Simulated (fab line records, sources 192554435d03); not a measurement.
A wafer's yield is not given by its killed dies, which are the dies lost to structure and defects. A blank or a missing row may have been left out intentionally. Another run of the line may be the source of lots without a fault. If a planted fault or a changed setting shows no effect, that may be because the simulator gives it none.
Which tool was responsible? / flow n5-finfet / 10 lots, 30 wafers sampled, at 1 step of a route of 1938

## WHAT THE GAUGES READ, wafer by wafer
N5_BEOL_M4_RC_MEAS_101. Usual: DIBL_N 36.5 mV/V, standard deviation 2.2; DIBL_P 36.9 mV/V, standard deviation 2.9; IOFF_N 0.17 nA/um, standard deviation 0.044; IOFF_P 0.22 nA/um, standard deviation 0.052; ION_N 671 uA/um, standard deviation 16; ION_P 461 uA/um, standard deviation 10; SS_N 71.6 mV/dec, standard deviation 0.73; SS_P 73.5 mV/dec, standard deviation 0.79; VT_N 250 mV, standard deviation 4.1; VT_P -250 mV, standard deviation 4.1.
lot=L744; measured=day 9 04:32; on=prober-02; DIBL_N (mV/V)=35.9 36.7 35.2; DIBL_P (mV/V)=36.2 36.3 36.0; IOFF_N (nA/um)=0.15 0.15 0.14; IOFF_P (nA/um)=0.21 0.20 0.21; ION_N (uA/um)=666 656 664; ION_P (uA/um)=459 453 461; SS_N (mV/dec)=70.7 71.3 71.9; SS_P (mV/dec)=73.0 73.7 73.2; VT_N (mV)=249 250 253; VT_P (mV)=-249 -252 -248; flag=
lot=L746; measured=day 9 15:00; on=prober-01; DIBL_N (mV/V)=37.2 35.6 36.1; DIBL_P (mV/V)=35.2 36.2 35.9; IOFF_N (nA/um)=0.16 0.14 0.15; IOFF_P (nA/um)=0.19 0.22 0.22; ION_N (uA/um)=653 658 670; ION_P (uA/um)=439 462 457; SS_N (mV/dec)=72.2 71.2 71.4; SS_P (mV/dec)=72.8 72.7 73.2; VT_N (mV)=253 254 253; VT_P (mV)=-253 -250 -251; flag=
lot=L748; measured=day 9 15:44; on=prober-02; DIBL_N (mV/V)=36.2 35.3 36.0; DIBL_P (mV/V)=37.7 36.1 37.1; IOFF_N (nA/um)=0.19 0.17 0.16; IOFF_P (nA/um)=0.27 0.24 0.24; ION_N (uA/um)=680 671 668; ION_P (uA/um)=476 462 467; SS_N (mV/dec)=71.6 70.7 71.7; SS_P (mV/dec)=73.3 73.0 74.0; VT_N (mV)=245 249 251; VT_P (mV)=-245 -247 -249; flag=
lot=L747; measured=day 9 17:33; on=prober-02; DIBL_N (mV/V)=35.4 36.6 31.5; DIBL_P (mV/V)=33.8 36.8 31.6; IOFF_N (nA/um)=0.14 0.15 0.09; IOFF_P (nA/um)=0.16 0.21 0.14; ION_N (uA/um)=645 653 640; ION_P (uA/um)=443 449 446; SS_N (mV/dec)=71.9 72.1 70.9; SS_P (mV/dec)=72.2 73.5 71.8; VT_N (mV)=251 252 257; VT_P (mV)=-253 -249 -253; flag=
lot=L752; measured=day 10 18:16; on=prober-01; DIBL_N (mV/V)=38.5 42.5 39.5; DIBL_P (mV/V)=37.3 43.5 39.5; IOFF_N (nA/um)=0.19 0.31 0.23; IOFF_P (nA/um)=0.25 0.40 0.30; ION_N (uA/um)=694 705 695; ION_P (uA/um)=466 483 477; SS_N (mV/dec)=72.3 72.5 72.6; SS_P (mV/dec)=73.6 75.3 73.9; VT_N (mV)=247 241 247; VT_P (mV)=-248 -241 -245; flag=
lot=L751; measured=day 11 02:48; on=prober-01; DIBL_N (mV/V)=35.8 37.1 34.8; DIBL_P (mV/V)=35.2 38.6 32.0; IOFF_N (nA/um)=0.14 0.16 0.13; IOFF_P (nA/um)=0.19 0.24 0.14; ION_N (uA/um)=670 652 638; ION_P (uA/um)=454 453 436; SS_N (mV/dec)=71.9 72.5 72.4; SS_P (mV/dec)=73.4 73.8 72.6; VT_N (mV)=253 248 258; VT_P (mV)=-253 -250 -258; flag=
lot=L754; measured=day 11 20:53; on=prober-01; DIBL_N (mV/V)=33.4 38.8 36.5; DIBL_P (mV/V)=32.6 38.4 35.0; IOFF_N (nA/um)=0.11 0.19 0.14; IOFF_P (nA/um)=0.14 0.21 0.17; ION_N (uA/um)=661 669 657; ION_P (uA/um)=448 446 454; SS_N (mV/dec)=70.1 72.4 71.5; SS_P (mV/dec)=73.1 73.8 72.4; VT_N (mV)=256 251 254; VT_P (mV)=-258 -252 -255; flag=
lot=L756; measured=day 12 01:53; on=prober-02; DIBL_N (mV/V)=35.8 38.2 36.5; DIBL_P (mV/V)=35.7 39.1 37.2; IOFF_N (nA/um)=0.16 0.18 0.17; IOFF_P (nA/um)=0.19 0.24 0.22; ION_N (uA/um)=689 670 680; ION_P (uA/um)=471 456 466; SS_N (mV/dec)=71.6 71.8 71.3; SS_P (mV/dec)=73.1 73.7 73.1; VT_N (mV)=247 248 249; VT_P (mV)=-249 -249 -251; flag=
lot=L757; measured=day 12 04:34; on=prober-02; DIBL_N (mV/V)=37.9 35.5 36.0; DIBL_P (mV/V)=38.3 35.7 36.9; IOFF_N (nA/um)=0.17 0.13 0.14; IOFF_P (nA/um)=0.21 0.18 0.20; ION_N (uA/um)=665 670 668; ION_P (uA/um)=449 458 454; SS_N (mV/dec)=72.2 71.1 71.4; SS_P (mV/dec)=73.9 73.5 73.4; VT_N (mV)=251 252 254; VT_P (mV)=-253 -253 -252; flag=
lot=L760; measured=day 13 02:46; on=prober-02; DIBL_N (mV/V)=34.6 38.4 37.3; DIBL_P (mV/V)=35.2 41.1 39.9; IOFF_N (nA/um)=0.13 0.23 0.18; IOFF_P (nA/um)=0.19 0.30 0.30; ION_N (uA/um)=662 700 656; ION_P (uA/um)=461 477 459; SS_N (mV/dec)=71.6 71.5 71.9; SS_P (mV/dec)=72.9 74.3 74.1; VT_N (mV)=252 240 248; VT_P (mV)=-250 -246 -244; flag=

## EACH LOT AND THE TOOL THAT RAN IT (in order: tool; ch and the chambers of the sampled wafers; start)
The record holds no process step before these readings.

## WHAT THE TOOLS THEMSELVES READ (means of the sampled wafers that have a number; where no wafer has one, the mark that the record gives instead)
The record holds no such reading with a usual standard deviation.

## THE ANSWER, worked out from the rows above alone
Rule: a lot counts as off when the mean over its wafers that have a number is more than 3 standard deviations away from the usual mean. Also off: a lot with no number at a reading for which 4 or more lots have one. All remaining lots with rows at the step are treated as sound. First the gauges in route order, then the tools' own readings, where a lot's mean is used as printed above. At the first step where some lot is off, the reading lying furthest off is the one used; lots without a number count as furthest.
No lot is off at any reading shown: from this, nothing can be told.

## WHAT THE SIMULATOR HAD PUT IN
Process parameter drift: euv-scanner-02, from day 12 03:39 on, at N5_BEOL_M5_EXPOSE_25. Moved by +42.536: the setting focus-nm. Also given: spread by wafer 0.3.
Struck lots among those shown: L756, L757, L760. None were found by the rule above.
